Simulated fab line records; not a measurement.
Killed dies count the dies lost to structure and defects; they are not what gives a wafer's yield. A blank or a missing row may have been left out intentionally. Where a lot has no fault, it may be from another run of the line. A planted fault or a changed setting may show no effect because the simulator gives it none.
fab line records + flow nand_harc + part 2 of 2: steps 26 to 33 of 33
record
- lots=5
- wafers=15
- last_day=23
route steps=1159 shown A_STAIRCASE@661
lots that met no fault: taken from a fault-free run of the same line
start_h: the number of hours between the record's first day and the start of the first shown wafer of the lot + wait_h: hours since the lot's step before + " identical to the entry in the row above + L1.1+2: a row that stands for several wafers + - no value present, or no start provided + * or withheld: withheld + < > ~ a bound
route shown NAME@n: names a module that has steps shown in the file, with the first one's number in the route + usual: mean/standard deviation of fault-free wafers + same: alike in all rows + chamber/n: place in a boat + sites: per-site readings + _std_site: the values' standard deviation + _edge_site: the outer-site mean with the inner-site mean subtracted + radius_mm: how far each site lies from the wafer's centre + mask NAME#n: copy n + behind: the most recent tool/chamber to have shaped the wafer + hold: the reason the lot was held/the length of the hold in hours/how it ended + device: the transistor (n, p or np) that didn't switch + end of line: the tests these same wafers got at the end of their route + a step without rows: its recipe alone + killed: the dies lost at the first sort to structure and to defects; this is not the yield of the wafer + map: dies across one wafer; x = killed, . = not, _ = none there
set.NAME: the setting that was run; set.NAME@STEP: the one run at that earlier step + model.NAME: the simulator's own value behind a step, which no gauge read
a table for each step, a row for each wafer; lots at some steps of the route
services: the hour from which a tool's chamber was out of use, counted from the record's first day as start_h (under 0 if before that day), plus the number of hours and why
## steps
# step NHARC_A_STAIRCASE_HM_OPEN_463
# recipe
- o2_flow_sccm=400
- cos_flow_sccm=20
- ar_flow_sccm=0
- rf_w=500
- bias_w=300
- chemistry=O2/COS
# usual
- drypump_motor_current_A=5.8/0.39
- oes_product_au=0.999/0.0074
- rf_vpp_V=467.7/2.8
- showerhead_plenum_p_Torr=3.15/0.13
- throttle_valve_pct=28.331/0.009
| lot.wafer | tool        | chamber | start_h | wait_h | drypump_motor_current_A | oes_product_au | rf_hours_counter_h | rf_vpp_V | showerhead_plenum_p_Torr | throttle_valve_pct |
|-----------|-------------|---------|---------|--------|-------------------------|----------------|--------------------|----------|--------------------------|--------------------|
| L075.4    | rie_diel-06 | 2       | -       | -      | 5.3                     | 1.010          | 7                  | 468.1    | 3.09                     | 28.331             |
| L075.1    | "           | 3       | "       | "      | 5.4                     | 1.010          | 6                  | 470.1    | 3.27                     | 28.343             |
| L075.5    | "           | 2       | "       | "      | 5.3                     | 1.007          | -                  | 466.7    | 3.09                     | 28.330             |
| L083.1    | rie_diel-01 | 0       | -       | -      | 6.4                     | 1.013          | 65                 | 469.1    | 3.23                     | 28.337             |
| L083.2    | "           | 1       | "       | "      | 5.9                     | 0.992          | 67                 | 462.2    | 2.91                     | 28.317             |
| L083.5    | "           | 3       | "       | "      | 5.8                     | 1.001          | -                  | 467.1    | 3.09                     | 28.347             |
| L086.3    | rie_diel-01 | 3       | -       | -      | 5.8                     | 1.007          | 4                  | 467.2    | 3.09                     | 28.335             |
| L086.1    | "           | 1       | "       | "      | 5.9                     | 0.996          | 5                  | 472.6    | 3.37                     | 28.331             |
| L086.6    | "           | 3       | "       | "      | 5.8                     | 1.000          | -                  | 465.4    | 3.09                     | 28.326             |
| L090.3    | rie_diel-06 | 2       | -       | -      | 5.3                     | 0.996          | 46                 | 466.5    | 3.07                     | 28.327             |
| L090.6    | "           | 0       | "       | "      | 6.3                     | 0.996          | -                  | 465.7    | 3.04                     | 28.339             |
| L090.5    | "           | 1       | "       | "      | 5.5                     | 1.012          | -                  | 470.9    | 3.27                     | 28.325             |
| L097.5    | rie_diel-06 | 2       | -       | -      | 5.3                     | 1.007          | -                  | 466.1    | 3.06                     | 28.327             |
| L097.4    | "           | 3       | "       | "      | 5.4                     | 0.998          | -                  | 468.4    | 3.25                     | 28.321             |
| L097.6    | "           | 0       | "       | "      | 6.3                     | 1.002          | -                  | 465.0    | 3.04                     | 28.343             |
# step NHARC_A_STAIRCASE_STRIP_464
# recipe
- o2_flow_sccm=400
- cos_flow_sccm=20
- ar_flow_sccm=0
- bias_w=0
- chemistry=O2/COS
| lot.wafer  | tool        | chamber | start_h | wait_h |
|------------|-------------|---------|---------|--------|
| L075.1+4+5 | rie_diel-06 | 2,3,0   | -       | -      |
| L083.1+2+5 | rie_diel-01 | 1,3,0   | -       | -      |
| L086.1+3+6 | rie_diel-01 | 0,1,0   | -       | -      |
| L090.3+5+6 | rie_diel-06 | 2,1,2   | -       | -      |
| L097.6+4+5 | rie_diel-06 | 3,0,2   | -       | -      |
# step NHARC_A_STAIRCASE_ETCH_453
# recipe
- target_depth_a=300
- overetch_a=30
- time_s=16.5
- ion_energy_ev=100
- cf4_flow_sccm=80
- o2_flow_sccm=20
- ar_flow_sccm=0
- rf_w=300
- bias_w=100
- chemistry=CF4/O2
# usual
- drypump_motor_current_A=5.8/0.4
- oes_product_au=0.999/0.0073
- rf_vpp_V=198.1/1.5
- showerhead_plenum_p_Torr=1.35/0.056
- throttle_valve_pct=13.398/0.0086
| lot.wafer | tool        | chamber | start_h | wait_h | drypump_motor_current_A | oes_product_au | rf_hours_counter_h | rf_vpp_V | showerhead_plenum_p_Torr | throttle_valve_pct |
|-----------|-------------|---------|---------|--------|-------------------------|----------------|--------------------|----------|--------------------------|--------------------|
| L075.4    | rie_diel-06 | 1       | -       | -      | 5.4                     | 1.006          | 8                  | 198.8    | 1.41                     | 13.395             |
| L075.1    | "           | 2       | "       | "      | 5.3                     | 1.005          | 7                  | 197.2    | 1.32                     | 13.395             |
| L075.5    | "           | 2       | "       | "      | 5.3                     | 1.005          | -                  | 198.2    | 1.32                     | 13.395             |
| L083.1    | rie_diel-01 | 1       | -       | -      | 5.9                     | 0.997          | 69                 | 197.0    | 1.24                     | 13.410             |
| L083.2    | "           | 3       | "       | "      | 5.8                     | 0.997          | 64                 | 198.5    | 1.32                     | 13.408             |
| L083.5    | "           | 0       | "       | "      | 6.4                     | 0.994          | -                  | 198.7    | 1.38                     | 13.393             |
| L086.1    | rie_diel-01 | 3       | -       | -      | 5.8                     | 0.990          | 5                  | 196.0    | 1.32                     | 13.398             |
| L086.3    | "           | 0       | "       | "      | 6.4                     | 0.997          | 1                  | 199.1    | 1.38                     | 13.404             |
| L086.6    | "           | 3       | "       | "      | 5.8                     | 1.005          | -                  | 197.9    | 1.32                     | 13.410             |
| L090.3    | rie_diel-06 | 1       | -       | -      | 5.4                     | 1.006          | 48                 | 198.7    | 1.40                     | 13.392             |
| L090.5    | "           | 3       | "       | "      | 5.4                     | 0.995          | -                  | 198.9    | 1.39                     | 13.402             |
| L090.6    | "           | 0       | "       | "      | 6.3                     | 0.997          | -                  | 195.8    | 1.30                     | 13.396             |
| L097.4    | rie_diel-06 | 0       | -       | -      | 6.3                     | 0.989          | -                  | 197.1    | 1.30                     | 13.397             |
| L097.6    | "           | 2       | "       | "      | 5.3                     | 1.004          | -                  | 196.9    | 1.31                     | 13.378             |
| L097.5    | "           | 3       | "       | "      | 5.4                     | 1.001          | -                  | 198.6    | 1.39                     | 13.402             |
# step NHARC_A_STAIRCASE_ETCH_315
# recipe
- target_depth_a=25000
- time_s=607.1
- ion_energy_ev=800
- c4f8_flow_sccm=80
- o2_flow_sccm=60
- ar_flow_sccm=withheld
- rf_w=600
- bias_w=3000
- chemistry=C4F8/O2/Ar
# usual
- oes_product_au=0.931/0.0097
- rf_vpp_V=1830/11
| lot.wafer | tool        | chamber | start_h | wait_h | oes_product_au | rf_hours_counter_h | rf_vpp_V |
|-----------|-------------|---------|---------|--------|----------------|--------------------|----------|
| L075.1    | rie_diel-06 | 3       | -       | -      | 0.934          | 6                  | 1840     |
| L075.4    | "           | 0       | "       | "      | 0.931          | 7                  | 1823     |
| L075.5    | "           | 3       | "       | "      | 0.934          | -                  | 1839     |
| L083.1    | rie_diel-01 | 3       | -       | -      | 0.934          | 64                 | 1823     |
| L083.2    | "           | 2       | "       | "      | 0.921          | 41                 | 1816     |
| L083.5    | "           | 0       | "       | "      | 0.935          | -                  | 1835     |
| L086.1    | rie_diel-01 | 1       | -       | -      | 0.921          | 5                  | 1846     |
| L086.3    | "           | 0       | "       | "      | 0.935          | 1                  | 1835     |
| L086.6    | "           | 2       | "       | "      | 0.939          | -                  | 1817     |
| L090.3    | rie_diel-06 | 3       | -       | -      | 0.923          | 44                 | 1837     |
| L090.5    | "           | 0       | "       | "      | 0.933          | -                  | 1820     |
| L090.6    | "           | 1       | "       | "      | 0.933          | -                  | 1839     |
| L097.6    | rie_diel-06 | 2       | -       | -      | 0.945          | -                  | 1824     |
| L097.4    | "           | 3       | "       | "      | 0.935          | -                  | 1836     |
| L097.5    | "           | 0       | "       | "      | 0.933          | -                  | 1820     |
# step NHARC_A_STAIRCASE_STRIP_316
# recipe
- o2_flow_sccm=500
- ar_flow_sccm=0
- bias_w=0
- chemistry=O2
# usual
- drypump_motor_current_A=5.8/0.4
- oes_product_au=1.001/0.0069
- rf_vpp_V=57.8/0.93
- showerhead_plenum_p_Torr=3.57/0.15
- throttle_valve_pct=17.035/0.0089
| lot.wafer | tool        | chamber | start_h | wait_h | drypump_motor_current_A | oes_product_au | rf_hours_counter_h | rf_vpp_V | showerhead_plenum_p_Torr | throttle_valve_pct |
|-----------|-------------|---------|---------|--------|-------------------------|----------------|--------------------|----------|--------------------------|--------------------|
| L075.1    | rie_diel-06 | 0       | -       | -      | 6.3                     | 0.994          | 7                  | 56.6     | 3.46                     | 17.029             |
| L075.4    | "           | 1       | "       | "      | 5.4                     | 0.997          | 9                  | 57.9     | 3.72                     | 17.039             |
| L075.5    | "           | 3       | "       | "      | 5.4                     | 1.003          | -                  | 57.5     | 3.69                     | 17.041             |
| L083.2    | rie_diel-01 | 3       | -       | -      | 5.8                     | 1.011          | 64                 | 59.1     | 3.49                     | 17.019             |
| L083.1    | "           | 0       | "       | "      | 6.4                     | 1.000          | 68                 | 58.7     | 3.64                     | 17.032             |
| L083.5    | "           | 2       | "       | "      | 5.7                     | 1.009          | -                  | 58.9     | 3.40                     | 17.025             |
| L086.1    | rie_diel-01 | 0       | -       | -      | 6.4                     | 1.019          | 2                  | 58.0     | 3.64                     | 17.032             |
| L086.3    | "           | 3       | "       | "      | 5.8                     | 1.011          | 5                  | 58.3     | 3.49                     | 17.033             |
| L086.6    | "           | 0       | "       | "      | 6.4                     | 1.012          | -                  | 57.7     | 3.64                     | 17.028             |
| L090.3    | rie_diel-06 | 1       | -       | -      | 5.4                     | 1.008          | 49                 | 57.7     | 3.70                     | 17.043             |
| L090.5    | "           | 1       | "       | "      | 5.5                     | 0.992          | -                  | 57.0     | 3.70                     | 17.033             |
| L090.6    | "           | 2       | "       | "      | 5.3                     | 0.999          | -                  | 57.4     | 3.47                     | 17.045             |
| L097.4    | rie_diel-06 | 2       | -       | -      | 5.3                     | 0.988          | -                  | 57.7     | 3.46                     | 17.043             |
| L097.6    | "           | 3       | "       | "      | 5.4                     | 1.000          | -                  | 59.0     | 3.67                     | 17.044             |
| L097.5    | "           | 0       | "       | "      | 6.3                     | 0.993          | -                  | 57.8     | 3.43                     | 17.039             |
# step NHARC_A_STAIRCASE_STRIP_317
# recipe
- time_s=900
- temp_c=130
- chemistry=SPM
| lot.wafer  | tool         | chamber | start_h | wait_h |
|------------|--------------|---------|---------|--------|
| L075.4+5+1 | wet_bench-02 | 2,6,7   | 265.75  | -      |
| L083.2+1+5 | wet_bench-09 | 5,6,0   | 309.43  | -      |
| L086.3+6+1 | wet_bench-09 | 5,7,2   | 338.20  | -      |
| L090.3+6+5 | wet_bench-01 | 2,3,5   | 360.21  | -      |
| L097.5+6+4 | wet_bench-01 | 7,0,1   | 388.10  | -      |
# step NHARC_A_STAIRCASE_PRECLEAN_318
# recipe
- time_s=*
- temp_c=50
- bath_age_min=0
- chemistry=SC1
# usual
- sc1_h2o2_end_mol_l=0.3699/0.00071
| lot.wafer | tool         | chamber | start_h | wait_h | sc1_h2o2_end_mol_l |
|-----------|--------------|---------|---------|--------|--------------------|
| L075.4    | wet_bench-02 | 2       | -       | -      | 0.3696             |
| L075.5    | "            | 6       | "       | "      | 0.3697             |
| L075.1    | "            | 7       | "       | "      | 0.3697             |
| L083.2    | wet_bench-09 | 5       | -       | -      | 0.3710             |
| L083.1    | "            | 6       | "       | "      | 0.3702             |
| L083.5    | "            | 0       | "       | "      | 0.3697             |
| L086.3    | wet_bench-09 | 5       | -       | -      | 0.3695             |
| L086.6    | "            | 7       | "       | "      | 0.3696             |
| L086.1    | "            | 2       | "       | "      | 0.3692             |
| L090.3    | wet_bench-01 | 2       | -       | -      | 0.3706             |
| L090.6    | "            | 3       | "       | "      | 0.3702             |
| L090.5    | "            | 5       | "       | "      | 0.3693             |
| L097.5    | wet_bench-01 | 7       | -       | -      | 0.3702             |
| L097.6    | "            | 0       | "       | "      | 0.3694             |
| L097.4    | "            | 1       | "       | "      | 0.3688             |
# step NHARC_A_STAIRCASE_SRD_329
| lot.wafer  | tool         | chamber | start_h | wait_h |
|------------|--------------|---------|---------|--------|
| L075.4+5+1 | wet_bench-02 | 2,6,7   | -       | -      |
| L083.2+1+5 | wet_bench-09 | 5,6,0   | -       | -      |
| L086.3+6+1 | wet_bench-09 | 5,7,2   | -       | -      |
| L090.3+6+5 | wet_bench-01 | 2,3,5   | -       | -      |
| L097.5+6+4 | wet_bench-01 | 7,0,1   | -       | -      |
## services
| tool           | chamber | start_h | hours | kind   |
|----------------|---------|---------|-------|--------|
| rie_diel-06    | 0       | 233.51  | 3.0   | repair |
| litho_track-05 | -       | 237.00  | 7.0   | pm     |
| pecvd-01       | -       | 237.18  | 13.0  | pm     |
| rie_diel-06    | -       | 241.20  | 9.0   | pm     |
| rie_diel-01    | 3       | 246.64  | 8.8   | repair |
| pecvd-01       | 1       | 255.98  | 9.8   | repair |
| krf_scanner-01 | -       | 256.00  | 4.0   | pm     |
| rie_diel-06    | 1       | 271.27  | 7.5   | repair |
| wet_bench-09   | -       | 288.80  | 8.0   | pm     |
| rie_diel-11    | 1       | 295.55  | 5.4   | repair |
| krf_scanner-04 | -       | 298.00  | 4.0   | pm     |
| wet_bench-01   | -       | 305.14  | 3.0   | repair |
| pecvd-01       | 2       | 310.26  | 4.6   | repair |
| rie_diel-01    | 0       | 310.45  | 24.0  | repair |
| rie_diel-01    | -       | 314.83  | 9.0   | pm     |
| krf_scanner-04 | -       | 326.41  | 17.4  | repair |
| litho_track-02 | -       | 340.00  | 7.0   | pm     |
| acl_dep-02     | -       | 351.01  | 13.0  | pm     |
| wet_bench-02   | -       | 356.00  | 8.0   | pm     |
| rie_diel-11    | -       | 366.50  | 9.0   | pm     |
| krf_scanner-02 | -       | 382.00  | 4.0   | pm     |
| wet_bench-01   | -       | 383.46  | 4.0   | repair |
| rie_diel-11    | 0       | 386.54  | 1.2   | repair |
| litho_track-03 | -       | 388.00  | 7.0   | pm     |
